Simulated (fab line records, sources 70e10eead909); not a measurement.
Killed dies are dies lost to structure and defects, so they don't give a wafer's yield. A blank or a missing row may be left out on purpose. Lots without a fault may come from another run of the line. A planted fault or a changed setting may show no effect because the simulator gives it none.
Which tool did it? | flow nand_harc | 24 lots, 72 wafers sampled, at 3 steps of a route of 1159

WHAT THE GAUGES READ, wafer by wafer
NHARC_A_CONTACT_CD_MEAS_15.
lot  | measured     | on        | cd_nm (nm)
L074 | day 17 00:59 | cd_sem-01 | 89.8 90.5 90.0
L076 | day 18 06:44 | cd_sem-03 | 90.1 89.8 90.2
L078 | day 18 12:07 | cd_sem-02 | 89.1 89.5 89.5
L075 | day 18 15:12 | cd_sem-03 | 90.8 91.0 90.9
L077 | day 18 22:07 | cd_sem-01 | 89.1 89.9 89.9
L081 | day 18 22:32 | cd_sem-03 | 90.2 89.9 90.4
L080 | day 19 05:31 | cd_sem-01 | 89.4 89.5 90.0
L082 | day 19 08:05 | cd_sem-01 | 89.8 90.6 90.7
L079 | day 19 11:52 | cd_sem-03 | 90.2 89.1 90.2
L084 | day 19 16:11 | cd_sem-02 | 89.8 90.2 89.9
L083 | day 19 19:26 | cd_sem-01 | 90.7 89.9 91.5
L086 | day 19 22:39 | cd_sem-03 | 90.0 89.5 89.8
L085 | day 20 02:58 | cd_sem-03 | 90.0 90.1 90.2
L087 | day 20 04:27 | cd_sem-02 | 90.2 90.9 90.6
L089 | day 20 16:54 | cd_sem-03 | 89.4 89.9 89.1
L091 | day 21 12:04 | cd_sem-02 | 90.9 90.5 90.0
L093 | day 21 13:26 | cd_sem-02 | 89.8 90.2 90.3
L088 | day 21 15:21 | cd_sem-02 | 90.0 89.8 89.0
L090 | day 21 20:08 | cd_sem-03 | 90.2 90.2 89.6
L092 | day 21 21:17 | cd_sem-03 | 90.9 90.8 91.5
L096 | day 22 01:52 | cd_sem-02 | 89.4 89.9 89.4
L094 | day 22 02:09 | cd_sem-02 | 90.8 90.0 90.2
L095 | day 22 07:07 | cd_sem-01 | 90.0 90.3 90.2
L097 | day 23 03:20 | cd_sem-02 | 90.4 90.0 89.9

NHARC_A_BLC_CD_MEAS_10: target cd 100 nm.
lot  | measured     | on        | cd_nm (nm)
L074 | day 17 13:58 | cd_sem-01 | 100.2 100.7 99.8
L076 | day 18 10:13 | cd_sem-02 | 100.5 100.6 99.5
L078 | day 18 15:10 | cd_sem-03 | 99.2 99.0 99.6
L075 | day 18 20:19 | cd_sem-02 | 98.7 99.6 100.2
L077 | day 19 01:01 | cd_sem-01 | 100.7 100.0 100.0
L081 | day 19 02:31 | cd_sem-01 | 98.9 99.3 99.1
L080 | day 19 16:43 | cd_sem-02 | 100.0 100.3 101.1
L082 | day 19 18:11 | cd_sem-02 | 98.3 98.6 99.0
L079 | day 19 20:55 | cd_sem-03 | 99.9 100.1 100.7
L084 | day 19 22:44 | cd_sem-01 | 100.9 100.5 100.7
L083 | day 20 00:34 | cd_sem-03 | 100.5 100.1 99.9
L086 | day 20 04:02 | cd_sem-01 | 101.1 100.3 100.7
L085 | day 20 05:58 | cd_sem-02 | 100.0 100.1 100.5
L087 | day 20 07:32 | cd_sem-02 | 99.8 100.9 100.5
L089 | day 21 00:43 | cd_sem-01 | 100.0 99.9 101.6
L091 | day 21 17:59 | cd_sem-02 | 99.4 99.4 99.7
L093 | day 21 19:15 | cd_sem-02 | 100.2 99.8 99.9
L088 | day 21 20:16 | cd_sem-01 | 100.1 99.8 99.9
L090 | day 21 23:08 | cd_sem-03 | 100.7 99.7 101.2
L092 | day 22 00:53 | cd_sem-02 | 99.8 100.3 100.1
L096 | day 22 06:02 | cd_sem-03 | 99.9 99.7 100.1
L094 | day 22 06:45 | cd_sem-02 | 98.8 100.2 99.2
L095 | day 22 13:20 | cd_sem-01 | 100.1 100.7 100.1
L097 | day 23 06:28 | cd_sem-02 | 100.3 100.0 99.1

WHICH TOOL RAN EACH LOT (tool, then ch and the chambers of the sampled wafers, then the start)
lot  | NHARC_A_CONTACT_ETCH_136
L074 | har_cap_etch-03 ch 1, day 16 23:59
L076 | har_cap_etch-03 ch 0,1, day 18 05:47
L078 | har_cap_etch-03 ch 0,1, day 18 11:08
L075 | har_cap_etch-03 ch 0,1, day 18 14:14
L077 | har_cap_etch-03 ch 0,1, day 18 21:10
L081 | har_cap_etch-01 ch 0,1, day 18 21:35
L080 | har_cap_etch-01 ch 0,1, day 19 04:31
L082 | har_cap_etch-01 ch 0, day 19 07:06
L079 | har_cap_etch-03 ch 0,1, day 19 10:53
L084 | har_cap_etch-02 ch 0,1, day 19 15:11
L083 | har_cap_etch-03 ch 0,1, day 19 18:26
L086 | har_cap_etch-03 ch 0, day 19 21:38
L085 | har_cap_etch-01 ch 0, day 20 01:49
L087 | har_cap_etch-03 ch 0,1, day 20 03:16
L089 | har_cap_etch-03 ch 0,1, day 20 15:56
L091 | har_cap_etch-02 ch 0,1, day 21 11:07
L093 | har_cap_etch-01 ch 0,1, day 21 12:26
L088 | har_cap_etch-03 ch 0,1, day 21 14:24
L090 | har_cap_etch-02 ch 0,1, day 21 19:09
L092 | har_cap_etch-01 ch 0,1, day 21 20:17
L096 | har_cap_etch-03 ch 1, day 22 00:54
L094 | har_cap_etch-01 ch 0,1, day 22 01:10
L095 | har_cap_etch-02 ch 0,1, day 22 05:37
L097 | har_cap_etch-02 ch 0,1, day 23 02:20
- NHARC_A_CONTACT_ETCH_136: etches the open film in C4F8/O2/Ar, time 132 s, target depth 1287 nm.

WHAT THE TOOLS THEMSELVES READ (means of the sampled wafers that have a number; where no wafer has one, the mark that the record gives instead)
The record holds no such reading with a usual standard deviation.

THE ANSWER, worked out from the rows above alone
Rule: what is usual is taken from the lots themselves. Put in order of their means at a reading, lots are off if they are a third of the lots or fewer, leave a main group of 4 or more, and stand apart from it by a gap of 3 or more times the standard deviation of the main group's means; of several such gaps the widest counts. A main group whose means are all the same, to the digits that the tables above print for the reading, isn't used. A lot without any number at a reading at which 4 lots or more have one is off too. The other lots that the step has rows for count as sound. The gauges are gone through in route order, then the tools' own readings, and for those a lot's mean is taken as printed above. The first step at which some lot is off is used, and at that step the reading that is off furthest; a lot without a number counts as furthest.
No lot is off at any reading shown: from this, nothing can be told.

WHAT THE SIMULATOR HAD PUT IN
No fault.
